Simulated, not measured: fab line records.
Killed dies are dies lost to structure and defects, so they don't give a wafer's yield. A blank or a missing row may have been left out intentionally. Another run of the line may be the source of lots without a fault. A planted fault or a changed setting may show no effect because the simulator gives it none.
Comparing a struck lot with a sound one || flow n5-finfet || 15 steps out of a route of 1938
Sound: the wafers L314.1, L314.2, L314.3. Wafers L318.2, L318.3, L318.5 were the ones struck. At the end, the cause is stated.
Order at every step that has rows: each side's tool, ch and its chambers, its first start. Under that, the readings that differ: sound wafers || struck wafers || difference of the means || sigmas: that difference in standard deviations of wafers without a fault.
alike: same words and numbers on both sides, and readings whose means sit less than 2 such deviations apart. not compared: any withheld reading, any reading some wafer has no value for, any bound like >300 that may hide the same value, and any number with overlapping values for which the record gives no deviation.
Wherever a step has rows on one side only, a row that says differs or no value, or a row with sigmas, the two part there. Numbers that don't overlap but have no deviation are shown without sigmas and don't part them. Lack of a reading on every wafer of one side parts them only where that side has two or more wafers.

N5_BEOL_M11_ALD_74: deposits TaN, target thk 2 nm, pulse time 2 s, purge time 3 s.
  sound on ald-metal-02 ch 1,2,3, day 14 03:06; struck on ald-metal-02 ch 2,3, day 15 04:07
  alike: heater-power-w, precursor-vessel-carrier-sccm
N5_BEOL_M11_SURFACE_TREAT_76:
  struck on pvd-sputter-03, day 15 04:33; sound on pvd-sputter-02, day 14 03:25
  not compared: throttle-valve-pct
then, 3 steps without rows for these wafers: N5_BEOL_M11_CVD_75 (deposits Co from CCTBA/H2, target thk 2 nm, time 138.9 s); N5_BEOL_M11_SPUTTER_48 (material Cu, target thk 12 nm, time 2 s); N5_BEOL_M11_ECD_50 (material Cu, target thk 318 nm).
N5_BEOL_M11_ANNEAL_51: time 90 s.
  sound on rtp-anneal-02 ch 0, day 14 04:10; struck on rtp-anneal-01 ch 0, day 15 05:05
{"reading": "wafer_temp_C_max", "sound": "226.7 226.5 226.6", "struck": "225.5 225.6 225.6", "difference": -1.0, "sigmas": -3}
  alike: anneal-temp-c
N5_BEOL_M11_CMP_52: polishes, stops on SiCOH lowk, t overpolish 7 s, target thk 140 nm.
  sound on cmp-01 ch 1,2,3, day 14 04:28; struck on cmp-01 ch 0,2,3, day 15 05:20
  alike: barrier-field-endpoint-s, clearing-platen-rpm, motor-current-A, overpolish-run-s, time-to-endpoint-s
N5_BEOL_M11_THK_MEAS_53: measures by xrf.
  struck on film-metro-02, day 15 05:38; sound on film-metro-02, day 14 04:46
  alike: M11_THK
then, 1 step without rows for these wafers: N5_BEOL_M11_PRE_CLEAN_55 (time 15 s).
N5_BEOL_M11_DEP_56: deposits SiCN from 3MS/NH3, target thk 30 nm, time 10.5 s.
  sound on pecvd-02 ch 0,1, day 14 04:50; struck on pecvd-02 ch 0,1, day 15 05:41
  alike: showerhead-plenum-p-Torr, throttle-valve-pct
N5_BEOL_M11_RS_MEAS_57: measurement is done with a four-point probe.
  struck on film-metro-02, day 15 05:46; sound on film-metro-02, day 14 04:55
  alike: M11_RS
N5_BEOL_M11_INSPECT_58: inspects for defects (darkfield).
  struck on defect-inspect-01, day 15 05:47; sound on defect-inspect-01, day 14 04:56
{"reading": "raw-defect-count", "sound": "117 179 105", "struck": "79 72 67", "difference": -61, "sigmas": -2}
N5_BEOL_M12_ILD_DEP_00: deposits SiOC from DEMS/O2, target thk 658.92 nm, time 130.7 s.
  sound on pecvd-03 ch 0,1,2, day 14 04:58; struck on pecvd-03 ch 0,1,2, day 15 05:49
{"reading": "susceptor-temp-C (C)", "sound": "350.06 349.92 350.26", "struck": "341.70 341.66 341.48", "difference": -8.47, "sigmas": -45}
  alike: heater-power-w, showerhead-plenum-p-Torr, throttle-valve-pct
N5_BEOL_M12_THK_MEAS_01:
  struck on film-metro-02, day 15 05:57; sound on film-metro-01, day 14 05:07
{"reading": "M12_ILD_THK (nm)", "sound": "645 651 632", "struck": "675 675 668", "difference": "+30", "sigmas": "+3"}
N5_PASSIVATION_PROBE_49:
  rows exist in the record for the sound wafers here (prober-01, day 16 04:07), none for the struck ones

WHERE THEY PART
At N5_BEOL_M11_ANNEAL_51 first; at N5_PASSIVATION_PROBE_49 last (within this record only).

WHY: the cause the simulator had injected
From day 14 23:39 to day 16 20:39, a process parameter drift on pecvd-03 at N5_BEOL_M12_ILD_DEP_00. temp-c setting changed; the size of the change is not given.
